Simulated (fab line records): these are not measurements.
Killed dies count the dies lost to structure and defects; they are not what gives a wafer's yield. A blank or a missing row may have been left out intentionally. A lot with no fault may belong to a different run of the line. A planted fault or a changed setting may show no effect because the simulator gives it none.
Which tool did it? ; flow nand-harc ; 22 lots, 66 wafers sampled, at 6 steps of a route of 1302

## WHAT THE GAUGES READ, wafer by wafer
No reading from a measuring or inspecting step in the record can be judged against a usual standard deviation.

## TOOL THAT RAN EACH LOT (tool first, then ch and the chambers of the sampled wafers, then the start)
lot;NHARC_A_CHANNEL_HOLE_D2_ETCH_38;NHARC_A_CHANNEL_FILL_D2_ETCHBACK_19;NHARC_A_CHANNEL_FILL_D2_CMP_10;NHARC_A_STAIRCASE_DESCUM_168;NHARC_A_STAIRCASE_TRIM_26;NHARC_A_STAIRCASE_TRIM_198
L075;rie-diel-06 ch 0,1, day 13 18:16;rie-si-04 ch 0,2,3, day 15 02:59;cmp-02 ch 0,2,3, day 16 04:24;rie-diel-02 ch 0,2,3, day 16 06:02;rie-diel-10 ch 0,1,2, no start;rie-diel-07 ch 0,3, no start
L074;rie-diel-08 ch 0,3, day 13 20:16;rie-si-05 ch 0,3, day 15 02:58;cmp-04 ch 1,2,3, day 16 04:21;rie-diel-07 ch 1,2, day 16 06:10;rie-diel-07 ch 0,2,3, no start;rie-diel-02 ch 1,2,3, no start
L077;rie-diel-12 ch 1,2, day 14 04:13;rie-si-05 ch 1,2,3, day 15 11:44;cmp-01 ch 1,2,3, day 16 10:40;rie-diel-10 ch 1,2,3, day 16 12:16;rie-diel-02 ch 0,2,3, no start;rie-diel-07 ch 2,3, no start
L079;rie-diel-12 ch 0,2, day 15 01:53;rie-si-02 ch 0,1,2, day 16 14:49;cmp-02 ch 2,3, day 17 14:10;rie-diel-07 ch 0,2, day 17 17:23;rie-diel-02 ch 0,2, no start;rie-diel-07 ch 0,1,2, no start
L078;rie-diel-08 ch 0,1,3, day 15 02:04;rie-si-05 ch 2,3, day 16 14:49;cmp-04 ch 1,2,3, day 17 14:10;rie-diel-07 ch 2,3, day 17 17:20;rie-diel-07 ch 0,3, no start;rie-diel-07 ch 0,1,2, no start
L081;rie-diel-06 ch 1,2,3, day 15 19:28;rie-si-04 ch 0,1,3, day 17 03:08;cmp-02 ch 0,2,3, day 18 03:48;rie-diel-07 ch 0,3, day 18 05:34;rie-diel-02 ch 0,1, no start;rie-diel-07 ch 1,2,3, no start
L082;rie-diel-08 ch 0,2,3, day 16 20:46;rie-si-05 ch 0,1,2, day 18 07:47;cmp-01 ch 0,1,2, day 19 08:07;rie-diel-02 ch 2,3, day 19 09:52;rie-diel-07 ch 0,2,3, no start;rie-diel-02 ch 1,2,3, no start
L083;rie-diel-08 ch 0,2,3, day 17 12:35;rie-si-02 ch 0,1,3, day 18 20:40;cmp-01 ch 0,2,3, day 19 20:09;rie-diel-07 ch 0,2,3, day 19 21:46;rie-diel-02 ch 0,1,3, no start;rie-diel-02 ch 1,2,3, no start
L084;rie-diel-06 ch 2,3, day 17 13:04;rie-si-02 ch 0,2, day 19 00:33;cmp-01 ch 0,2,3, day 20 00:25;rie-diel-10 ch 1,2, day 20 02:05;rie-diel-07 ch 0,1,3, no start;rie-diel-02 ch 0,2, no start
L085;rie-diel-06 ch 0,1,3, day 17 20:04;rie-si-05 ch 1,2,3, day 19 00:33;cmp-04 ch 0,1,2, day 20 00:25;rie-diel-02 ch 1,2,3, day 20 02:16;rie-diel-02 ch 1,2,3, no start;rie-diel-10 ch 0,1,2, no start
L086;rie-diel-12 ch 2,3, day 17 20:41;rie-si-04 ch 1,3, day 19 07:46;cmp-04 ch 0,1,2, day 20 11:49;rie-diel-02 ch 2,3, day 20 13:32;rie-diel-02 ch 2,3, no start;rie-diel-02 ch 0,3, no start
L087;rie-diel-08 ch 0,3, day 18 12:17;rie-si-04 ch 1,2, day 20 00:57;cmp-04 ch 0,1, day 21 00:22;rie-diel-07 ch 1,2, day 21 02:02;rie-diel-10 ch 2,3, no start;rie-diel-07 ch 0,1, no start
L089;rie-diel-12 ch 0,3, day 19 12:22;rie-si-02 ch 1,2,3, day 20 21:01;cmp-02 ch 0,2,3, day 21 20:38;rie-diel-07 ch 0,1,2, day 21 22:08;rie-diel-10 ch 0,3, no start;rie-diel-10 ch 0,1, no start
L088;rie-diel-08 ch 0,1,2, day 19 12:32;rie-si-05 ch 0,1, day 20 21:02;cmp-04 ch 1,2,3, day 21 20:40;rie-diel-07 ch 0,1, day 21 22:22;rie-diel-02 ch 0,3, no start;rie-diel-10 ch 0,2,3, no start
L090;rie-diel-06 ch 0,1, day 20 07:51;rie-si-02 ch 0,3, day 21 14:58;cmp-02 ch 2,3, day 22 15:23;rie-diel-07 ch 0,1,3, day 22 17:02;rie-diel-02 ch 0,1,2, no start;rie-diel-07 ch 0,1,2, no start
L091;rie-diel-08 ch 0,2,3, day 20 19:07;rie-si-04 ch 1,2,3, day 22 04:33;cmp-01 ch 1,2,3, day 23 03:36;rie-diel-10 ch 0,1,3, day 23 05:22;rie-diel-07 ch 0,1,2, no start;rie-diel-02 ch 0,1,3, no start
L092;rie-diel-06 ch 0,1,3, day 20 19:40;rie-si-04 ch 0,1,2, day 22 12:08;cmp-01 ch 1,2,3, day 23 13:14;rie-diel-10 ch 0,2,3, day 23 14:54;rie-diel-07 ch 0,1,2, no start;rie-diel-10 ch 0,1,2, no start
L093;rie-diel-08 ch 1,2,3, day 21 07:35;rie-si-05 ch 1,2,3, day 22 17:03;cmp-01 ch 1,2,3, day 23 16:41;rie-diel-07 ch 0,2,3, day 23 18:11;rie-diel-07 ch 0,1,3, no start;rie-diel-10 ch 0,1,3, no start
L094;rie-diel-12 ch 0,3, day 21 16:28;rie-si-05 ch 1,2, day 23 00:01;cmp-01 ch 0,1, day 24 00:40;rie-diel-10 ch 0,1,2, day 24 02:23;rie-diel-10 ch 0,1,2, no start;rie-diel-02 ch 0,3, no start
L095;rie-diel-06 ch 1,2,3, day 22 10:28;rie-si-02 ch 1,2,3, day 23 21:35;cmp-01 ch 0,2,3, day 24 20:52;rie-diel-07 ch 0,2,3, day 24 22:31;rie-diel-10 ch 1,2, no start;rie-diel-02 ch 0,1,2, no start
L097;rie-diel-08 ch 0,1,2, day 22 10:51;rie-si-04 ch 1,2,3, day 23 21:35;cmp-04 ch 1,2,3, day 25 00:38;rie-diel-10 ch 1,2,3, day 25 03:00;rie-diel-10 ch 0,2, no start;rie-diel-07 ch 0,1, no start
L096;rie-diel-12 ch 0,1,3, day 22 15:17;rie-si-02 ch 0,2,3, day 24 01:26;cmp-01 ch 1,2,3, day 25 00:35;rie-diel-07 ch 1,3, day 25 02:56;rie-diel-02 ch 0,3, no start;rie-diel-10 ch 0,1,2, no start
- NHARC_A_CHANNEL_HOLE_D2_ETCH_38: etches the open film in CF4, target depth 39 nm, time 65 s.
- NHARC_A_CHANNEL_FILL_D2_ETCHBACK_19: etches the open film in HBr/Cl2, target depth 5 nm, time 1.7 s.
- NHARC_A_CHANNEL_FILL_D2_CMP_10: polishes, target thk 150 nm.
- NHARC_A_STAIRCASE_DESCUM_168: chemistry O2, time 3 s.
- NHARC_A_STAIRCASE_TRIM_26: chemistry O2, time 211.2 s.
- NHARC_A_STAIRCASE_TRIM_198: chemistry O2, time 211.2 s.

## WHAT THE TOOLS THEMSELVES READ (means of the sampled wafers that have a number; where no wafer has one, the mark that the record gives instead)
NHARC_A_CHANNEL_HOLE_D2_ETCH_38.
lot;tool;cf4-flow-sccm (sccm);drypump-motor-current-A (A);oes-product-au (a.u.);rf-vpp-V (V);showerhead-plenum-p-Torr (Torr);throttle-valve-pct (%)
L075;rie-diel-06;150.0;5.4;1.011;151.7;1.80;13.288
L074;rie-diel-08;150.2;5.6;1.010;151.8;1.83;13.297
L077;rie-diel-12;150.2;5.9;1.011;150.9;1.71;13.275
L079;rie-diel-12;149.8;5.9;0.996;151.2;1.80;13.283
L078;rie-diel-08;150.3;5.4;1.007;151.1;1.77;13.276
L081;rie-diel-06;149.7;5.4;1.003;150.8;1.77;13.287
L082;rie-diel-08;150.7;5.4;1.013;150.8;1.79;13.287
L083;rie-diel-08;149.9;5.4;1.001;151.9;1.79;13.280
L084;rie-diel-06;150.1;5.6;1.001;150.8;1.73;13.281
L085;rie-diel-06;150.1;5.4;1.006;151.8;1.81;13.291
L086;rie-diel-12;149.9;6.1;1.014;150.1;1.73;13.287
L087;rie-diel-08;150.4;5.6;1.001;152.1;1.83;13.276
L089;rie-diel-12;150.1;6.3;1.000;152.4;1.86;13.283
L088;rie-diel-08;149.7;5.3;1.000;150.4;1.73;13.278
L090;rie-diel-06;150.3;5.3;0.996;151.6;1.79;13.274
L091;rie-diel-08;150.0;5.4;1.006;152.1;1.79;13.279
L092;rie-diel-06;149.6;5.4;1.002;151.8;1.81;13.283
L093;rie-diel-08;150.2;5.2;0.986;151.1;1.79;13.291
L094;rie-diel-12;150.3;6.1;1.006;153.7;1.87;13.279
L095;rie-diel-06;150.3;5.4;1.004;150.4;1.76;13.281
L097;rie-diel-08;149.8;5.3;1.008;151.5;1.73;13.290
L096;rie-diel-12;150.1;6.1;0.987;152.4;1.85;13.282

NHARC_A_CHANNEL_FILL_D2_ETCHBACK_19.
lot;tool;drypump-motor-current-A (A);oes-product-au (a.u.);throttle-valve-pct (%)
L075;rie-si-04;5.6;1.001;26.411
L074;rie-si-05;5.6;1.006;26.406
L077;rie-si-05;5.7;1.010;26.418
L079;rie-si-02;5.8;1.005;26.405
L078;rie-si-05;5.3;1.003;26.408
L081;rie-si-04;5.9;0.978;26.411
L082;rie-si-05;5.4;0.995;26.401
L083;rie-si-02;5.9;1.001;26.388
L084;rie-si-02;5.8;1.008;26.403
L085;rie-si-05;5.7;1.001;26.411
L086;rie-si-04;5.8;0.981;26.401
L087;rie-si-04;6.0;0.987;26.407
L089;rie-si-02;5.4;1.001;26.403
L088;rie-si-05;5.7;0.995;26.406
L090;rie-si-02;6.0;1.002;26.409
L091;rie-si-04;5.8;1.003;26.406
L092;rie-si-04;5.9;0.993;26.410
L093;rie-si-05;5.7;1.009;26.404
L094;rie-si-05;5.5;1.006;26.405
L095;rie-si-02;5.4;0.998;26.397
L097;rie-si-04;5.8;0.997;26.410
L096;rie-si-02;5.9;1.003;26.399

NHARC_A_CHANNEL_FILL_D2_CMP_10.
lot;tool;motor-current-A (A);time-to-endpoint-s (s)
L075;cmp-02;11.0;15.6
L074;cmp-04;13.2;13.1
L077;cmp-01;12.5;16.8
L079;cmp-02;11.2;16.4
L078;cmp-04;13.3;11.6
L081;cmp-02;11.5;18.3
L082;cmp-01;13.7;14.4
L083;cmp-01;12.3;14.5
L084;cmp-01;12.4;17.3
L085;cmp-04;11.9;16.1
L086;cmp-04;12.5;17.9
L087;cmp-04;12.7;14.2
L089;cmp-02;10.9;12.7
L088;cmp-04;13.4;15.5
L090;cmp-02;11.4;14.7
L091;cmp-01;12.5;17.7
L092;cmp-01;13.0;17.0
L093;cmp-01;12.2;16.5
L094;cmp-01;13.2;15.7
L095;cmp-01;12.5;16.4
L097;cmp-04;13.3;15.6
L096;cmp-01;13.0;15.8

NHARC_A_STAIRCASE_DESCUM_168.
lot;tool;drypump-motor-current-A (A);oes-product-au (a.u.);rf-vpp-V (V);showerhead-plenum-p-Torr (Torr);throttle-valve-pct (%)
L075;rie-diel-02;5.5;0.986;57.3;1.97;11.316
L074;rie-diel-07;5.9;1.003;58.5;1.84;11.316
L077;rie-diel-10;5.2;1.001;57.5;1.83;11.310
L079;rie-diel-07;5.9;0.993;56.8;1.81;11.308
L078;rie-diel-07;6.1;0.998;57.6;1.89;11.308
L081;rie-diel-07;6.1;0.993;57.8;1.90;11.314
L082;rie-diel-02;5.7;0.992;56.8;1.94;11.310
L083;rie-diel-07;6.0;0.997;57.4;1.84;11.306
L084;rie-diel-10;5.5;1.006;57.9;1.80;11.314
L085;rie-diel-02;5.5;0.985;57.9;1.99;11.310
L086;rie-diel-02;5.7;0.984;57.9;1.93;11.311
L087;rie-diel-07;5.9;0.992;57.2;1.87;11.306
L089;rie-diel-07;5.8;1.000;56.9;1.84;11.314
L088;rie-diel-07;5.8;0.989;58.2;1.88;11.317
L090;rie-diel-07;5.9;0.986;58.0;1.88;11.308
L091;rie-diel-10;5.6;0.998;56.8;1.88;11.306
L092;rie-diel-10;5.3;1.009;57.2;1.90;11.302
L093;rie-diel-07;6.0;0.992;57.8;1.84;11.316
L094;rie-diel-10;5.5;1.015;57.8;1.88;11.314
L095;rie-diel-07;6.0;0.989;57.4;1.83;11.311
L097;rie-diel-10;5.2;1.005;57.8;1.80;11.314
L096;rie-diel-07;6.1;0.993;57.3;1.91;11.309

NHARC_A_STAIRCASE_TRIM_26.
lot;tool;drypump-motor-current-A (A);oes-product-au (a.u.);rf-vpp-V (V);showerhead-plenum-p-Torr (Torr);throttle-valve-pct (%)
L075;rie-diel-10;5.6;1.012;57.8;3.50;17.040
L074;rie-diel-07;6.0;0.998;56.5;3.43;17.036
L077;rie-diel-02;5.5;0.989;58.1;3.62;17.040
L079;rie-diel-02;5.7;0.987;57.6;3.54;17.030
L078;rie-diel-07;6.1;0.997;57.7;3.50;17.036
L081;rie-diel-02;5.3;1.010;58.2;3.66;17.038
L082;rie-diel-07;6.0;1.006;57.2;3.41;17.031
L083;rie-diel-02;5.2;0.992;57.7;3.70;17.038
L084;rie-diel-07;6.0;0.998;57.9;3.48;17.036
L085;rie-diel-02;5.5;0.994;58.8;3.65;17.038
L086;rie-diel-02;5.5;0.983;58.5;3.65;17.045
L087;rie-diel-10;4.9;0.991;57.2;3.39;17.047
L089;rie-diel-10;5.7;1.002;57.9;3.63;17.034
L088;rie-diel-02;5.3;1.000;58.2;3.65;17.036
L090;rie-diel-02;5.5;0.989;57.9;3.60;17.042
L091;rie-diel-07;5.8;0.997;57.5;3.39;17.035
L092;rie-diel-07;5.8;0.991;57.0;3.38;17.027
L093;rie-diel-07;5.9;0.982;57.8;3.47;17.035
L094;rie-diel-10;5.6;1.017;57.8;3.47;17.038
L095;rie-diel-10;5.5;1.013;57.4;3.31;17.032
L097;rie-diel-10;5.2;1.011;57.8;3.49;17.034
L096;rie-diel-02;5.3;1.000;58.3;3.68;17.034

NHARC_A_STAIRCASE_TRIM_198.
lot;tool;drypump-motor-current-A (A);oes-product-au (a.u.);rf-vpp-V (V);showerhead-plenum-p-Torr (Torr);throttle-valve-pct (%)
L075;rie-diel-07;6.1;0.993;57.8;3.51;17.044
L074;rie-diel-02;5.4;0.998;57.6;3.66;17.037
L077;rie-diel-07;6.0;1.005;58.1;3.41;17.035
L079;rie-diel-07;5.8;0.995;57.3;3.41;17.046
L078;rie-diel-07;5.8;0.999;57.7;3.41;17.037
L081;rie-diel-07;6.0;0.992;57.6;3.47;17.026
L082;rie-diel-02;5.5;0.984;58.4;3.65;17.036
L083;rie-diel-02;5.5;0.988;57.8;3.65;17.038
L084;rie-diel-02;5.8;0.981;58.0;3.53;17.034
L085;rie-diel-10;5.6;1.007;58.1;3.48;17.034
L086;rie-diel-02;5.2;0.986;57.9;3.70;17.032
L087;rie-diel-07;5.8;0.983;57.4;3.47;17.038
L089;rie-diel-10;6.0;1.004;58.2;3.60;17.034
L088;rie-diel-10;5.3;0.998;57.4;3.51;17.035
L090;rie-diel-07;5.9;0.987;56.9;3.39;17.029
L091;rie-diel-02;5.2;0.996;58.9;3.68;17.031
L092;rie-diel-10;5.6;1.004;57.7;3.47;17.043
L093;rie-diel-10;5.6;1.007;58.1;3.47;17.042
L094;rie-diel-02;5.2;0.983;57.5;3.68;17.036
L095;rie-diel-02;5.5;0.998;58.5;3.59;17.040
L097;rie-diel-07;5.8;0.986;57.8;3.45;17.038
L096;rie-diel-10;5.6;1.009;58.3;3.46;17.044

## THE ANSWER, worked out from the rows above alone
Rule: the usual values come from the lots themselves. The widest of any qualifying gaps counts: lots, ordered by their means at a reading, are off when they make up no more than a third of the lots, leave a main group of 4 or more, and stand apart from it by 3 or more times the standard deviation of that group's means. The tables above print the reading to a certain number of digits; a main group whose means all agree to those digits is not used. Also off: a lot with no number at a reading for which 4 or more lots have one. The other lots that the step has rows for count as sound. Order of review: gauges by route order, followed by the tools' own readings, for which a lot's mean as printed above is used. The first step at which some lot is off is used, and at that step the reading that is off furthest; a lot without a number counts as furthest.
None of the lots is off at any reading shown; this tells nothing.

## WHAT WAS PUT IN BY THE SIMULATOR
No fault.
